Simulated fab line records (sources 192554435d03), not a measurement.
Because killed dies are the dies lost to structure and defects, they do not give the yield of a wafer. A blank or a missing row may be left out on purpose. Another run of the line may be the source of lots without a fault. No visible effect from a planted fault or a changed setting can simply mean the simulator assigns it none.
fab line records | flow n5_finfet
[record] lots = 10 | wafers = 26 | last_day = 17
route steps=1938 shown HKMG_FIN@451 GATE_CUT@468 BEOL_M4@1111 PASSIVATION@1936
lots untouched by any fault: they come from a run of this same line in which no faults occurred
start_h: the number of hours between the record's first day and the start of the first shown wafer of the lot | wait_h: how many hours have passed since the lot's step before this one | " identical to the entry in the row above | L1.1+2: a single row standing in for several wafers | - no value present, or no start provided | * or withheld: withheld | < > ~ a bound
route shown NAME@n: names a module that has steps shown in the file, with the first one's number in the route | usual: the fault-free wafers' mean and standard deviation | same: alike in all rows | chamber/n: place in a boat | sites: per-site readings | _std_site: the standard deviation of these | _edge_site: mean of outer sites minus mean of inner sites | radius_mm: how far each site lies from the wafer's centre | mask NAME#n: copy n | behind: the last tool/chamber to shape the wafer | hold: cause of the lot's hold/its duration in hours/its outcome | device: the n, p or np transistor that did not switch | end of line: the tests these same wafers got at the end of their route | a step without rows: its recipe alone | killed: at the first sort, the dies lost to defects and structure; wafer yield is something else | map: dies across one wafer; x = killed, . = not, _ = none there
set.NAME: the run value of the setting; set.NAME@STEP: its run value at that earlier step | model.NAME: the simulator's own value behind a step, which no gauge read
one table for each step of the route and one row for each wafer, over a sample of lots
services: when a tool's chamber went out of use (start_h, in hours from the record's first day, below 0 if earlier), for how many hours, and the reason
[[steps]]
[step N5_HKMG_FIN_ETCH_67]
[recipe] chemistry = N2/H2 | target = SOC | target_depth_a = 3889 | stop_on = TiN | ion_energy_ev = 100 | bias_w = 61 | pressure_mtorr = 30 | source_w = 850 | n2_flow_sccm = 200 | h2_flow_sccm = 200
[usual] drypump_motor_current_A = 5.6/0.42 | oes_product_au = 0.78/0.095 | rf_vpp_V = 240.7/1.1 | showerhead_plenum_p_Torr = 2.55/0.059 | throttle_valve_pct = 17.93/0.19
lot.wafer | tool        | chamber | start_h | wait_h | drypump_motor_current_A | oes_product_au | rf_hours_counter_h | rf_vpp_V | showerhead_plenum_p_Torr | throttle_valve_pct
L636.2    | rie_diel-05 | 3       | 91.42   | -      | 5.9                     | 0.73           | 151                | 240.0    | 2.53                     | 18.01
L636.5    | "           | 3       | "       | "      | 5.8                     | 0.72           | -                  | 240.5    | 2.53                     | 18.01
L637.4    | rie_diel-03 | 0       | 104.54  | -      | 5.8                     | 0.67           | -                  | 240.4    | 2.52                     | 17.89
L637.5    | "           | 1       | "       | "      | 6.3                     | 0.84           | -                  | 239.8    | 2.59                     | 17.79
L637.6    | "           | 2       | "       | "      | 5.4                     | 0.71           | -                  | 240.7    | 2.62                     | 17.93
L640.2    | rie_diel-05 | 3       | 115.57  | -      | 5.8                     | 0.71           | 158                | 241.2    | 2.53                     | 18.03
L640.3    | "           | 2       | "       | "      | 5.3                     | 0.75           | 94                 | 241.9    | 2.59                     | 17.98
L640.6    | "           | 3       | "       | "      | 5.8                     | 0.71           | -                  | 240.4    | 2.53                     | 18.01
L642.1    | rie_diel-04 | 3       | 131.61  | -      | 6.3                     | 0.71           | 220                | 242.1    | 2.63                     | 18.05
L642.3    | "           | 2       | "       | "      | 5.5                     | 0.92           | 13                 | 240.4    | 2.51                     | 17.96
L642.4    | "           | 1       | "       | "      | 5.3                     | 0.88           | 26                 | 239.0    | 2.52                     | 18.10
L647.3    | rie_diel-03 | 2       | 160.82  | -      | 5.4                     | 0.69           | 225                | 240.8    | 2.61                     | 18.00
L647.6    | "           | 1       | "       | "      | 6.3                     | 0.83           | -                  | 240.9    | 2.58                     | 17.82
L648.5    | rie_diel-03 | 3       | 175.95  | -      | 5.5                     | 0.90           | -                  | 241.6    | 2.61                     | 17.94
L648.6    | "           | 0       | "       | "      | 5.8                     | 0.65           | -                  | 238.8    | 2.51                     | 17.94
L649.3    | rie_diel-05 | 0       | 178.75  | -      | 6.0                     | 0.68           | 183                | 240.4    | 2.43                     | 17.84
L649.4    | "           | 2       | "       | "      | 5.3                     | 0.74           | 116                | 241.5    | 2.58                     | 18.01
L649.6    | "           | 3       | "       | "      | 5.8                     | 0.69           | -                  | 241.1    | 2.52                     | 18.07
L650.2    | rie_diel-03 | 1       | 184.99  | -      | 6.4                     | 0.82           | 80                 | 241.4    | 2.57                     | 17.83
L650.4    | "           | 3       | "       | "      | 5.5                     | 0.89           | -                  | 240.0    | 2.60                     | 17.93
L650.5    | "           | 2       | "       | "      | 5.4                     | 0.69           | -                  | 242.9    | 2.60                     | 18.02
L652.1    | rie_diel-05 | 1       | 190.28  | -      | 5.3                     | 0.91           | 20                 | 242.9    | 2.62                     | 18.13
L652.4    | "           | 0       | "       | "      | 6.0                     | 0.69           | 188                | 239.2    | 2.42                     | 17.84
L652.6    | "           | 1       | "       | "      | 5.3                     | 0.91           | -                  | 242.3    | 2.62                     | 18.13
L657.2    | rie_diel-05 | 0       | 220.35  | -      | 6.0                     | 0.69           | 199                | 239.6    | 2.42                     | 17.86
L657.5    | "           | 2       | "       | "      | 5.3                     | 0.72           | -                  | 239.3    | 2.57                     | 18.06
[step N5_GATE_CUT_VAPOR_ETCH_60]
[recipe] chemistry = BCl3/Cl2 | target = HfO2 | mode = isotropic
[usual] drypump_motor_current_A = 5.6/0.58 | oes_product_au = 0.79/0.12
lot.wafer | tool         | chamber | start_h | wait_h | drypump_motor_current_A | oes_product_au
L636.2    | rie_metal-02 | 0       | 93.68   | 0.0    | 5.5                     | 0.83
L636.5    | "            | 1       | "       | "      | 5.0                     | 0.68
L637.4    | rie_metal-02 | 1       | 106.78  | 0.0    | 5.0                     | 0.68
L637.5    | "            | 1       | "       | "      | 5.0                     | 0.68
L637.6    | "            | 0       | "       | "      | 5.5                     | 0.83
L640.2    | rie_metal-01 | 1       | 117.89  | 0.0    | 6.6                     | 0.97
L640.3    | "            | 0       | "       | "      | 5.0                     | 0.68
L640.6    | "            | 1       | "       | "      | 6.6                     | 0.98
L642.1    | rie_metal-03 | 1       | 133.88  | 0.0    | 5.5                     | 0.58
L642.3    | "            | 0       | "       | "      | 5.9                     | 0.86
L642.4    | "            | 1       | "       | "      | 5.5                     | 0.58
L647.3    | rie_metal-02 | 0       | 163.12  | 0.0    | 5.5                     | 0.80
L647.6    | "            | 1       | "       | "      | 5.0                     | 0.67
L648.5    | rie_metal-03 | 1       | 178.23  | 0.0    | 5.4                     | 0.97
L648.6    | "            | 0       | "       | "      | 5.9                     | 0.84
L649.3    | rie_metal-03 | 0       | 181.05  | 0.0    | 5.9                     | 0.85
L649.4    | "            | 1       | "       | "      | 5.4                     | 0.98
L649.6    | "            | 1       | "       | "      | 5.5                     | 0.97
L650.2    | rie_metal-01 | 1       | 187.31  | 0.0    | 6.6                     | 0.91
L650.4    | "            | 0       | "       | "      | 5.0                     | 0.67
L650.5    | "            | 0       | "       | "      | 5.0                     | 0.66
L652.1    | rie_metal-02 | 1       | 192.70  | 0.0    | 5.0                     | 0.66
L652.4    | "            | 1       | "       | "      | 5.0                     | 0.67
L652.6    | "            | 0       | "       | "      | 5.5                     | 0.80
L657.2    | rie_metal-02 | 1       | 223.01  | 0.1    | 5.0                     | 0.66
L657.5    | "            | 1       | "       | "      | 5.0                     | 0.66
[step N5_GATE_CUT_CMP_02]
[recipe] stop_on = SiO2 | t_overpolish_s = 12.7 | post_cmp_clean = alkaline_brush | down_force_psi = 2.5 | platen_rpm = 51.8 | pad_velocity_m_s = 1.0307 | target_thk_nm = 0
[usual] motor_current_A = 9.2/0.94 | overpolish_run_s = 12.699/0.0088 | pad_life_wafers = 1125/620 | time_to_endpoint_s = 27/3.6
lot.wafer | tool   | chamber | start_h | wait_h | motor_current_A | overpolish_run_s | pad_life_wafers | time_to_endpoint_s
L636.2    | cmp-04 | 1       | 101.28  | 0.1    | 10.0            | 12.698           | 505             | 22
L636.5    | "      | 0       | "       | "      | 9.8             | 12.690           | -               | 26
L637.4    | cmp-02 | 2       | 109.53  | 0.1    | 8.8             | 12.699           | 1545            | 33
L637.6    | "      | 3       | "       | "      | 9.0             | 12.716           | -               | 21
L637.5    | "      | 0       | "       | "      | 8.9             | 12.706           | -               | 27
L640.2    | cmp-02 | 2       | 120.80  | 0.1    | 8.2             | 12.706           | 1639            | 32
L640.3    | "      | 3       | "       | "      | 9.6             | 12.707           | 1640            | 23
L640.6    | "      | 2       | "       | "      | 8.8             | 12.687           | -               | 31
L642.4    | cmp-03 | 2       | 136.51  | 0.0    | 9.5             | 12.713           | 2088            | 26
L642.3    | "      | 0       | "       | "      | 12.1            | 12.690           | 2090            | 26
L642.1    | "      | 1       | "       | "      | 8.4             | 12.708           | 2091            | 31
L647.3    | cmp-04 | 2       | 165.86  | 0.2    | 9.2             | 12.698           | 939             | 29
L647.6    | "      | 3       | "       | "      | 9.0             | 12.706           | -               | 30
L648.5    | cmp-03 | 1       | 181.17  | 0.2    | 8.0             | 12.710           | -               | 34
L648.6    | "      | 2       | "       | "      | 8.9             | 12.710           | -               | 27
L649.4    | cmp-04 | 1       | 184.60  | 0.0    | 10.1            | 12.702           | 1134            | 27
L649.3    | "      | 3       | "       | "      | 9.5             | 12.699           | 1136            | 26
L649.6    | "      | 2       | "       | "      | 9.6             | 12.698           | -               | 26
L650.2    | cmp-04 | 2       | 191.84  | 0.1    | 9.0             | 12.708           | 1200            | 28
L650.4    | "      | 1       | "       | "      | 9.2             | 12.702           | 1203            | 25
L650.5    | "      | 3       | "       | "      | 9.2             | 12.692           | -               | 29
L652.1    | cmp-04 | 0       | 195.43  | 0.1    | 9.4             | 12.680           | 1243            | 27
L652.4    | "      | 2       | "       | "      | 8.8             | 12.708           | 1245            | 25
L652.6    | "      | 0       | "       | "      | 9.9             | 12.707           | -               | 27
L657.2    | cmp-02 | 2       | 225.77  | 0.1    | 8.2             | 12.697           | 344             | 30
L657.5    | "      | 1       | "       | "      | 7.7             | 12.695           | -               | 22
[step N5_GATE_CUT_INSPECT_15]
[recipe] mode = adi | inspect_instrument = brightfield
[usual] raw_defect_count = 139/41
lot.wafer | tool              | chamber | start_h | wait_h | raw_defect_count
L636.2    | defect_inspect-02 | -       | 102.00  | 0.0    | 78
L636.5    | "                 | -       | "       | "      | 106
L637.4    | defect_inspect-01 | -       | 110.32  | 0.0    | 178
L637.5    | "                 | -       | "       | "      | 125
L637.6    | "                 | -       | "       | "      | 178
L640.2    | defect_inspect-02 | -       | 121.64  | 0.0    | 125
L640.3    | "                 | -       | "       | "      | 96
L640.6    | "                 | -       | "       | "      | 97
L642.1    | defect_inspect-02 | -       | 137.30  | 0.1    | 97
L642.3    | "                 | -       | "       | "      | 110
L642.4    | "                 | -       | "       | "      | 132
L647.3    | defect_inspect-01 | -       | 166.51  | 0.0    | 165
L647.6    | "                 | -       | "       | "      | 154
L648.5    | defect_inspect-01 | -       | 181.78  | 0.0    | 83
L648.6    | "                 | -       | "       | "      | 101
L649.3    | defect_inspect-01 | -       | 185.48  | 0.0    | 1315
L649.4    | "                 | -       | "       | "      | 1259
L649.6    | "                 | -       | "       | "      | 1317
L650.2    | defect_inspect-01 | -       | 192.60  | 0.0    | 1316
L650.4    | "                 | -       | "       | "      | 1304
L650.5    | "                 | -       | "       | "      | 1252
L652.1    | defect_inspect-01 | -       | 196.15  | 0.1    | 1298
L652.4    | "                 | -       | "       | "      | 1320
L652.6    | "                 | -       | "       | "      | 1372
L657.2    | defect_inspect-02 | -       | 226.45  | 0.0    | 212
L657.5    | "                 | -       | "       | "      | 179
[step N5_GATE_CUT_DESCUM_18]
[recipe] chemistry = O2 | time_s = 7 | source_power_w = 50 | bias_power_w = 20 | pressure_mtorr = 20 | rf_frequency_hz = 2.712e+07 | temp_c = 40 | resist = CAR-EUV | o2_flow_sccm = 225
[usual] drypump_motor_current_A = 5.5/0.37 | o2_flow_sccm = 225.0/0.67 | oes_product_au = 0.76/0.08 | rf_vpp_V = 243.2/1.2 | showerhead_plenum_p_Torr = 2.11/0.065 | throttle_valve_pct = 20.59/0.22
lot.wafer | tool        | chamber | start_h | wait_h | drypump_motor_current_A | o2_flow_sccm | oes_product_au | rf_hours_counter_h | rf_vpp_V | showerhead_plenum_p_Torr | throttle_valve_pct
L636.2    | rie_diel-01 | 3       | 102.03  | 0.0    | 5.2                     | 226.2        | 0.70           | 200                | 244.2    | 2.08                     | 20.66
L636.5    | "           | 0       | "       | "      | 5.3                     | 224.5        | 0.93           | -                  | 243.9    | 2.14                     | 20.65
L637.4    | rie_diel-02 | 3       | 110.35  | 0.0    | 5.8                     | 224.1        | 0.72           | 206                | 244.3    | 2.07                     | 20.74
L637.5    | "           | 2       | "       | "      | 5.6                     | 224.8        | 0.72           | -                  | 243.3    | 2.12                     | 20.16
L637.6    | "           | 3       | "       | "      | 5.8                     | 224.4        | 0.72           | -                  | 241.5    | 2.07                     | 20.72
L640.2    | rie_diel-01 | 3       | 121.67  | 0.0    | 5.2                     | 224.3        | 0.70           | 208                | 243.4    | 2.08                     | 20.69
L640.3    | "           | 2       | "       | "      | 5.9                     | 225.4        | 0.73           | 194                | 243.9    | 2.05                     | 20.61
L640.6    | "           | 1       | "       | "      | 5.5                     | 226.6        | 0.76           | -                  | 243.9    | 2.16                     | 20.35
L642.1    | rie_diel-06 | 2       | 137.33  | 0.0    | 5.0                     | 224.7        | 0.89           | 51                 | 244.8    | 2.16                     | 20.50
L642.3    | "           | 0       | "       | "      | 5.3                     | 224.6        | 0.76           | 146                | 243.0    | 2.21                     | 20.52
L642.4    | "           | 1       | "       | "      | 5.9                     | 224.6        | 0.70           | 203                | 246.0    | 2.18                     | 20.78
L647.3    | rie_diel-06 | 3       | 166.54  | 0.0    | 4.9                     | 225.3        | 0.70           | 217                | 240.9    | 1.98                     | 20.92
L647.6    | "           | 0       | "       | "      | 5.3                     | 225.0        | 0.76           | -                  | 246.0    | 2.21                     | 20.56
L648.5    | rie_diel-06 | 1       | 181.83  | 0.0    | 6.0                     | 225.1        | 0.71           | -                  | 244.3    | 2.18                     | 20.80
L648.6    | "           | 0       | "       | "      | 5.3                     | 224.4        | 0.75           | -                  | 243.4    | 2.21                     | 20.57
L649.3    | rie_diel-01 | 3       | 185.51  | 0.0    | 5.2                     | 225.7        | 0.68           | 227                | 242.7    | 2.08                     | 20.70
L649.4    | "           | 0       | "       | "      | 5.3                     | 224.5        | 0.89           | 38                 | 243.2    | 2.13                     | 20.70
L649.6    | "           | 3       | "       | "      | 5.2                     | 224.7        | 0.70           | -                  | 241.9    | 2.08                     | 20.72
L650.2    | rie_diel-02 | 1       | 192.63  | 0.0    | 5.9                     | 225.9        | 0.70           | 214                | 241.4    | 2.10                     | 20.50
L650.4    | "           | 0       | "       | "      | 5.9                     | 224.5        | 0.88           | 44                 | 242.8    | 2.14                     | 20.42
L650.5    | "           | 3       | "       | "      | 5.8                     | 224.4        | 0.70           | -                  | 242.6    | 2.06                     | 20.78
L652.1    | rie_diel-02 | 3       | 196.18  | 0.0    | 5.8                     | 225.6        | 0.70           | 235                | 242.6    | 2.06                     | 20.78
L652.4    | "           | 1       | "       | "      | 5.9                     | 224.8        | 0.71           | -                  | 241.4    | 2.10                     | 20.49
L652.6    | "           | 3       | "       | "      | 5.7                     | 224.5        | 0.70           | -                  | 242.5    | 2.06                     | 20.76
L657.2    | rie_diel-06 | 2       | 226.49  | 0.0    | 5.0                     | 224.6        | 0.86           | 73                 | 241.4    | 2.15                     | 20.54
L657.5    | "           | 2       | "       | "      | 5.0                     | 224.4        | 0.85           | -                  | 244.3    | 2.15                     | 20.54
[step N5_BEOL_M4_RC_MEAS_101]
[usual] DIBL_N = 36.0/2 | DIBL_P = 35.9/2.5 | IOFF_N = 0.16/0.038 | IOFF_P = 0.21/0.04 | ION_N = 675/14 | ION_P = 462/9.4 | SS_N = 71.5/0.75 | SS_P = 73.2/0.74 | VT_N = 250/3.9 | VT_P = -251/3.2
lot.wafer | tool      | chamber | start_h | wait_h | DIBL_N[mV/V] | DIBL_P[mV/V] | IOFF_N[nA/um] | IOFF_P[nA/um] | ION_N[uA/um] | ION_P[uA/um] | SS_N[mV/dec] | SS_P[mV/dec] | VT_N[mV] | VT_P[mV]
L636.2    | prober-01 | 0       | 178.60  | 0.2    | 40.0         | 37.8         | 0.23          | 0.28          | 690          | 468          | 72.1         | 74.2         | 242      | -246
L636.5    | "         | 0       | "       | "      | 32.6         | 30.3         | 0.12          | 0.18          | 679          | 474          | 69.8         | 72.2         | 249      | -251
L637.4    | prober-01 | 0       | 182.65  | 0.5    | 36.7         | 37.6         | 0.18          | 0.24          | 670          | 463          | 72.8         | 73.0         | 249      | -249
L637.5    | "         | 0       | "       | "      | 37.8         | 38.4         | 0.21          | 0.24          | 678          | 455          | 73.3         | 74.1         | 250      | -249
L637.6    | "         | 0       | "       | "      | 34.0         | 33.3         | 0.13          | 0.16          | 667          | 459          | 72.2         | 73.1         | 257      | -254
L640.2    | prober-02 | 0       | 200.00  | 0.2    | 32.5         | 32.2         | 0.11          | 0.16          | 679          | 473          | 69.6         | 71.7         | 256      | -251
L640.3    | "         | 0       | "       | "      | 35.9         | 35.1         | 0.15          | 0.19          | 676          | 460          | 70.2         | 73.4         | 251      | -251
L640.6    | "         | 0       | "       | "      | 35.7         | 35.0         | 0.15          | 0.18          | 675          | 464          | 70.1         | 72.7         | 251      | -249
L642.1    | prober-02 | 0       | 212.35  | 0.0    | 35.6         | 34.3         | 0.16          | 0.23          | 701          | 483          | 71.3         | 72.8         | 243      | -245
L642.3    | "         | 0       | "       | "      | 34.8         | 33.3         | 0.13          | 0.22          | 683          | 475          | 69.7         | 72.4         | 248      | -248
L642.4    | "         | 0       | "       | "      | 35.3         | 34.1         | 0.14          | 0.23          | 686          | 472          | 70.6         | 72.8         | 248      | -247
L647.3    | prober-01 | 0       | 243.21  | 0.3    | 37.8         | 37.0         | 0.22          | 0.23          | 678          | 454          | 72.3         | 73.3         | 245      | -250
L647.6    | "         | 0       | "       | "      | 35.9         | 37.3         | 0.17          | 0.24          | 665          | 459          | 71.3         | 73.5         | 249      | -245
L649.3    | prober-01 | 0       | 268.25  | 0.3    | 38.6         | 39.3         | 0.22          | 0.24          | 685          | 466          | 72.4         | 73.3         | 248      | -251
L649.4    | "         | 0       | "       | "      | 38.6         | 39.2         | 0.21          | 0.26          | 683          | 472          | 72.2         | 73.0         | 248      | -248
L649.6    | "         | 0       | "       | "      | 35.6         | 36.2         | 0.17          | 0.20          | 696          | 474          | 71.3         | 72.3         | 248      | -249
L648.5    | prober-02 | 0       | 268.78  | 0.6    | 35.2         | 36.0         | 0.17          | 0.22          | 695          | 472          | 71.0         | 73.5         | 248      | -248
L648.6    | "         | 0       | "       | "      | 32.2         | 30.1         | 0.10          | 0.13          | 655          | 448          | 70.8         | 71.6         | 257      | -258
L650.2    | prober-01 | 0       | 272.18  | 0.2    | 38.6         | 39.1         | 0.21          | 0.25          | 687          | 462          | 72.5         | 74.8         | 246      | -249
L650.4    | "         | 0       | "       | "      | 34.9         | 34.7         | 0.13          | 0.18          | 658          | 448          | 72.0         | 73.1         | 254      | -253
L650.5    | "         | 0       | "       | "      | 39.8         | 40.8         | 0.25          | 0.29          | 683          | 465          | 72.4         | 74.8         | 242      | -246
L652.1    | prober-02 | 0       | 272.75  | 0.0    | 33.8         | 34.0         | 0.11          | 0.18          | 664          | 460          | 70.7         | 72.6         | 254      | -251
L652.4    | "         | 0       | "       | "      | 41.3         | 42.8         | 0.28          | 0.35          | 705          | 482          | 72.3         | 74.6         | 240      | -243
L652.6    | "         | 0       | "       | "      | 34.4         | 34.7         | 0.13          | 0.19          | 673          | 464          | 70.6         | 72.5         | 252      | -252
L657.2    | prober-01 | 0       | 311.46  | 0.2    | 38.3         | 37.2         | 0.19          | 0.21          | 689          | 465          | 72.3         | 74.2         | 249      | -253
L657.5    | "         | 0       | "       | "      | 39.1         | 37.9         | 0.21          | 0.22          | 679          | 454          | 73.5         | 73.3         | 246      | -250
[step N5_PASSIVATION_PROBE_49]
[usual] defect_limited_yield = 91.3/1.5 | killed_at_M0_to_M3 = 33/12 | killed_at_M4_up = 15/5.2 | killed_at_contacts = 12/5.1 | killed_at_front_end = 39/11 | killed_at_other = 5/3.6 | killed_dies = 103/18 | killed_on_rim = 14/4.3 | killed_open = 67/13 | killed_short = 33/7.8 | sort_bin_5_function = 5.1/0.96 | sort_bin_6_memory = 3.2/0.71 | sort_bin_8_speed = 0.01/0.063 | sort_n_pass = 1077/18
[same] gross_dies = 1180 | killed_at_back_side = 0 | sort_bin_4_leakage[%] = 0
lot.wafer | tool      | chamber | start_h | wait_h | defect_limited_yield[%] | killed_at_M0_to_M3 | killed_at_M4_up | killed_at_contacts | killed_at_front_end | killed_at_other | killed_dies | killed_on_rim | killed_open | killed_short | sort_bin_5_function[%] | sort_bin_6_memory[%] | sort_bin_8_speed[%] | sort_n_pass
L647.3    | prober-02 | -       | 348.89  | 0.1    | 91.1                    | 22                 | 23              | 7                  | 43                  | 10              | 105         | 12            | 67          | 38           | 5.3                    | 3.2                  | 0.08                | 1074
L647.6    | prober-02 | -       | 349.04  | 0.3    | 90.8                    | 24                 | 16              | 10                 | 57                  | 2               | 109         | 15            | 66          | 38           | 5.4                    | 3.0                  | 0                   | 1071
L649.3    | prober-02 | -       | 366.23  | 0.1    | 34.3                    | 25                 | 16              | 5                  | 728                 | 1               | 775         | 101           | 44          | 19           | 44.8                   | 15.1                 | 0                   | 405
L649.4    | prober-02 | -       | 366.28  | 0.2    | 36.9                    | 40                 | 4               | 7                  | 689                 | 5               | 745         | 103           | 40          | 26           | 42.2                   | 15.8                 | 0                   | 435
L649.6    | prober-02 | -       | 366.38  | 0.3    | 33.7                    | 24                 | 7               | 11                 | 740                 | 0               | 782         | 119           | 44          | 25           | 45.4                   | 14.9                 | 0                   | 398
L650.2    | prober-02 | -       | 378.16  | 0.1    | 34.3                    | 12                 | 9               | 9                  | 744                 | 1               | 775         | 92            | 26          | 11           | 41.4                   | 17.9                 | 0                   | 405
L650.4    | prober-02 | -       | 378.26  | 0.2    | 35.6                    | 15                 | 10              | 5                  | 728                 | 2               | 760         | 98            | 29          | 11           | 40.3                   | 18.8                 | 0.17                | 420
L650.5    | prober-02 | -       | 378.31  | 0.2    | 36.3                    | 9                  | 6               | 4                  | 730                 | 3               | 752         | 96            | 30          | 11           | 40.8                   | 17.9                 | 0                   | 428
L652.1    | prober-01 | -       | 383.32  | 0.1    | 35.3                    | 18                 | 8               | 3                  | 734                 | 1               | 764         | 100           | 31          | 18           | 40.9                   | 18.6                 | 0                   | 416
L652.4    | prober-01 | -       | 383.47  | 0.2    | 36.3                    | 29                 | 13              | 2                  | 706                 | 2               | 752         | 91            | 44          | 29           | 42.7                   | 15.5                 | 0                   | 428
L652.6    | prober-01 | -       | 383.57  | 0.3    | 35.8                    | 25                 | 10              | 3                  | 719                 | 0               | 757         | 101           | 44          | 19           | 41.4                   | 17.5                 | 0                   | 423
// killed by level:class
L647.3 FIN_SAQP:geometric_particle:short=12 FIN_SAQP:geometric_particle:open=11 STI_FIN_REVEAL:geometric_particle:open=10 BEOL_M0_SAQP:geometric_particle:open=10 BEOL_M4:geometric_particle:open=10 MOL_CONTACT_COAG:geometric_particle:open=6 BEOL_M4:geometric_particle:short=6 MIM_TOP:geometric_particle:open=5
L647.6 STI_FIN_REVEAL:geometric_particle:open=17 GATE_CUT:geometric_particle:short=10 MOL_CONTACT_COAG:geometric_particle:open=10 FIN_SAQP:geometric_particle:short=9 FIN_SAQP:geometric_particle:open=7 BEOL_M0_SAQP:geometric_particle:open=7 BEOL_M0_SAQP:geometric_particle:short=7 BEOL_M4:geometric_particle:open=7
L649.3 GATE_CUT:unspecified=710 STI_FIN_REVEAL:geometric_particle:open=8 BEOL_M2:geometric_particle:open=7 MOL_CONTACT_COAG:geometric_particle:open=5 BEOL_M1:geometric_particle:open=5 BEOL_M3:geometric_particle:open=5 STI_FIN_REVEAL:geometric_particle:short=4 BEOL_M8:geometric_particle:open=4
L649.4 GATE_CUT:unspecified=678 BEOL_M3:geometric_particle:open=13 BEOL_M0_SAQP:geometric_particle:short=8 BEOL_M0_SAQP:geometric_particle:open=6 STI_FIN_REVEAL:geometric_particle:open=6 BEOL_M3:geometric_particle:short=5 MOL_CONTACT_COAG:geometric_particle:open=4 MOL_CONTACT_COAG:geometric_particle:short=3
L649.6 GATE_CUT:unspecified=709 BEOL_M3:geometric_particle:open=10 STI_FIN_REVEAL:geometric_particle:open=9 MOL_CONTACT_COAG:geometric_particle:open=8 BEOL_M0_SAQP:geometric_particle:open=4 BEOL_M0_SAQP:geometric_particle:short=4 FIN_SAQP:geometric_particle:open=3 FIN_SAQP:geometric_particle:short=3
L650.2 GATE_CUT:unspecified=732 MOL_CONTACT_COAG:geometric_particle:open=8 HKMG_FIN:area_etch=5 BEOL_M0_SAQP:geometric_particle:short=3 BEOL_M3:geometric_particle:open=3 BEOL_M4:geometric_particle:open=3 BEOL_M1:geometric_particle:short=2 BEOL_M11:geometric_particle:open=2
L650.4 GATE_CUT:unspecified=716 MOL_CONTACT_COAG:geometric_particle:open=4 BEOL_M0_SAQP:geometric_particle:open=4 STI_FIN_REVEAL:geometric_particle:open=3 BEOL_M0_SAQP:geometric_particle:short=3 BEOL_M1:geometric_particle:open=2 BEOL_M1:geometric_particle:short=2 BEOL_M3:geometric_particle:open=2
L650.5 GATE_CUT:unspecified=709 GATE_CUT:geometric_particle:short=5 GATE_CUT:geometric_particle:open=5 FIN_SAQP:geometric_particle:open=4 BEOL_M3:geometric_particle:open=4 MOL_CONTACT_COAG:geometric_particle:open=3 MIM_BOT:geometric_particle:open=3 FIN_SAQP:geometric_particle:short=2
L652.1 GATE_CUT:unspecified=711 BEOL_M0_SAQP:geometric_particle:short=7 STI_FIN_REVEAL:geometric_particle:open=6 MOL_CONTACT_COAG:geometric_particle:open=3 BEOL_M3:geometric_particle:open=3 BEOL_M5:geometric_particle:open=3 FIN_SAQP:geometric_particle:open=2 FIN_SAQP:geometric_particle:short=2
L652.4 GATE_CUT:unspecified=679 FIN_SAQP:geometric_particle:short=8 FIN_SAQP:geometric_particle:open=8 BEOL_M5:geometric_particle:open=7 BEOL_M0_SAQP:geometric_particle:short=6 BEOL_M0_SAQP:geometric_particle:open=6 BEOL_M3:geometric_particle:open=6 STI_FIN_REVEAL:geometric_particle:open=4
L652.6 GATE_CUT:unspecified=694 BEOL_M3:geometric_particle:open=8 FIN_SAQP:geometric_particle:open=7 BEOL_M0_SAQP:geometric_particle:open=7 FIN_SAQP:geometric_particle:short=6 BEOL_M0_SAQP:geometric_particle:short=5 BEOL_M4:geometric_particle:open=5 STI_FIN_REVEAL:geometric_particle:open=3
[[services]]
tool         | chamber | start_h | hours | kind
cmp-04       | -       | 78.61   | 2.0   | repair
rie_diel-01  | -       | 94.56   | 2.8   | pm
cmp-02       | -       | 112.86  | 1.6   | repair
rie_diel-01  | 0       | 114.37  | 7.6   | repair
rie_diel-06  | 1       | 127.09  | 2.5   | repair
cmp-04       | -       | 131.28  | 3.7   | pm
cmp-03       | -       | 139.32  | 4.0   | pm
rie_diel-06  | 2       | 139.56  | 7.7   | repair
rie_diel-01  | 3       | 142.69  | 2.2   | repair
rie_metal-02 | 0       | 144.98  | 2.3   | repair
rie_diel-04  | 3       | 149.33  | 7.2   | repair
rie_metal-02 | -       | 158.34  | 0.6   | repair
cmp-02       | -       | 169.22  | 0.3   | repair
rie_diel-04  | 2       | 169.75  | 12.7  | repair
rie_diel-02  | 1       | 178.83  | 7.1   | repair
rie_metal-01 | -       | 179.59  | 0.4   | repair
cmp-02       | -       | 180.72  | 4.0   | pm
cmp-03       | -       | 192.54  | 2.2   | repair
cmp-03       | -       | 202.26  | 2.2   | repair
rie_diel-04  | 2       | 205.62  | 6.8   | repair
cmp-02       | -       | 206.20  | 2.5   | repair
rie_metal-02 | 0       | 218.57  | 12.5  | repair
rie_diel-01  | 2       | 220.13  | 3.2   | repair
cmp-03       | -       | 220.39  | 0.8   | repair
[[key]]
[first_sign] step = N5_GATE_CUT_INSPECT_15 | reading = raw_defect_count | direction = up | sigmas = 29 | usual = 139 | struck = 1306
[effect] step = N5_PASSIVATION_PROBE_49 | reading = killed_at_front_end | direction = up | sigmas = 60 | usual = 39 | struck = 724
[more_kills_born_at] N5_GATE_CUT_CMP_02@cmp-04 = 6335
met_at N5_GATE_CUT_CMP_02
struck_lots L649,L650,L652
not_acting_at N5_HKMG_FIN_ETCH_67,N5_GATE_CUT_VAPOR_ETCH_60,N5_GATE_CUT_DESCUM_18
onset_between 165.86 184.60
[fault] kind = chamber_particle_source | tool = cmp-04 | chamber = - | onset_h = 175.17 | steps = N5_GATE_CUT_CMP_02 | rate_per_visit_cm2 = 1.7647 | end_h = 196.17
